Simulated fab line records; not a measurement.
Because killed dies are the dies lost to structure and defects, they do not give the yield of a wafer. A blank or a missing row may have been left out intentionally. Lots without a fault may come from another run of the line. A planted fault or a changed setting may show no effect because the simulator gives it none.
Matching of chambers :: flow n5 finfet :: N5_ILD0_CMP_07 on cmp-02: 4 sister chambers
The step polishes SiO2 flowable, stops on poly-Si, t overpolish 1.18 s, target thk 138.88 nm. 15 wafers are shown with their chamber, then 7 later ones without.

WAFERS, EACH WITH ITS CHAMBER
wafer: L074.2
chamber: 3
motor current A (A): 12.3
slurry flow ml min: 150.3
pad life wafers: 471

wafer: L074.3
chamber: 2
motor current A (A): 11.5
slurry flow ml min: 149.9
pad life wafers: 470

wafer: L075.1
chamber: 2
motor current A (A): 11.1
slurry flow ml min: 150.0
pad life wafers: 523

wafer: L075.3
chamber: 1
motor current A (A): 12.7
slurry flow ml min: 149.4
pad life wafers: 522

wafer: L078.1
chamber: 1
motor current A (A): 12.2
slurry flow ml min: 149.0
pad life wafers: 717

wafer: L078.3
chamber: 3
motor current A (A): 12.2
slurry flow ml min: 149.9
pad life wafers: 715

wafer: L080.1
chamber: 1
motor current A (A): 12.6
slurry flow ml min: 150.5
pad life wafers: 783

wafer: L080.3
chamber: 2
motor current A (A): 10.9
slurry flow ml min: 150.3
pad life wafers: 780

wafer: L082.1
chamber: 3
motor current A (A): 12.3
slurry flow ml min: 149.7
pad life wafers: 879

wafer: L082.2
chamber: 1
motor current A (A): 12.6
slurry flow ml min: 150.8
pad life wafers: 877

wafer: L082.3
chamber: 2
motor current A (A): 11.4
slurry flow ml min: 150.8
pad life wafers: 878

wafer: L083.2
chamber: 0
motor current A (A): 11.7
slurry flow ml min: 151.2
pad life wafers: 966

wafer: L083.4
chamber: 1
motor current A (A): 12.3
slurry flow ml min: 149.3
pad life wafers: 967

wafer: L084.2
chamber: 3
motor current A (A): 12.0
slurry flow ml min: 149.9
pad life wafers: 978

wafer: L084.3
chamber: 2
motor current A (A): 11.1
slurry flow ml min: 150.0
pad life wafers: 981

SIGNATURES (averages over the wafers above)
reading: motor current A
chamber 0: 11.700
chamber 1: 12.480
chamber 2: 11.200
chamber 3: 12.200
scatter within a chamber: 0.211

reading: slurry flow ml min
chamber 0: 151.200
chamber 1: 149.800
chamber 2: 150.200
chamber 3: 149.950
scatter within a chamber: 0.545

reading: pad life wafers
chamber 0: 966.00
chamber 1: 773.20
chamber 2: 726.40
chamber 3: 760.75
scatter within a chamber: 204
Rule: a wafer lies at a distance from a chamber equal to the root of the sum of squares, over the readings, of (its reading less the chamber's mean, divided by the reading's scatter). If the next closest chamber is less than 2 further off than the closest, the wafer can't be placed; otherwise it belongs to the closest. The scatter: take each reading less its chamber's mean, square it, sum over the shown wafers, divide by the number of wafers less the number of chambers, and take the root.

WAFERS WITH NO CHAMBER GIVEN
wafer: L088.1
motor current A (A): 12.1
slurry flow ml min: 149.5
pad life wafers: 1236

wafer: L088.3
motor current A (A): 11.4
slurry flow ml min: 149.5
pad life wafers: 1237

wafer: L089.4
motor current A (A): 11.8
slurry flow ml min: 150.9
pad life wafers: 1292

wafer: L090.1
motor current A (A): 12.9
slurry flow ml min: 149.7
pad life wafers: 1326

wafer: L090.2
motor current A (A): 11.3
slurry flow ml min: 150.3
pad life wafers: 1329

wafer: L092.2
motor current A (A): 11.8
slurry flow ml min: 149.2
pad life wafers: 1423

wafer: L097.2
motor current A (A): 10.7
slurry flow ml min: 150.2
pad life wafers: 1731

EACH ONE'S CHAMBER
wafer: L088.1
from the rows above: can't be placed: 3 or 1 or 0
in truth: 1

wafer: L088.3
from the rows above: can't be placed: 2 or 0 or 3
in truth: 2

wafer: L089.4
from the rows above: can't be placed: 0 or 3
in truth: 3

wafer: L090.1
from the rows above: can't be placed: 1 or 3
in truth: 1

wafer: L090.2
from the rows above: can't be placed: 2 or 0
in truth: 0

wafer: L092.2
from the rows above: can't be placed: 3 or 0 or 1 or 2
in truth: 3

wafer: L097.2
from the rows above: can't be placed: 2 or 0
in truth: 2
0 of 7 placed correctly. From these rows, 7 cannot be placed; in 7 the true chamber is one of the candidates. Wrongly placed: 0.
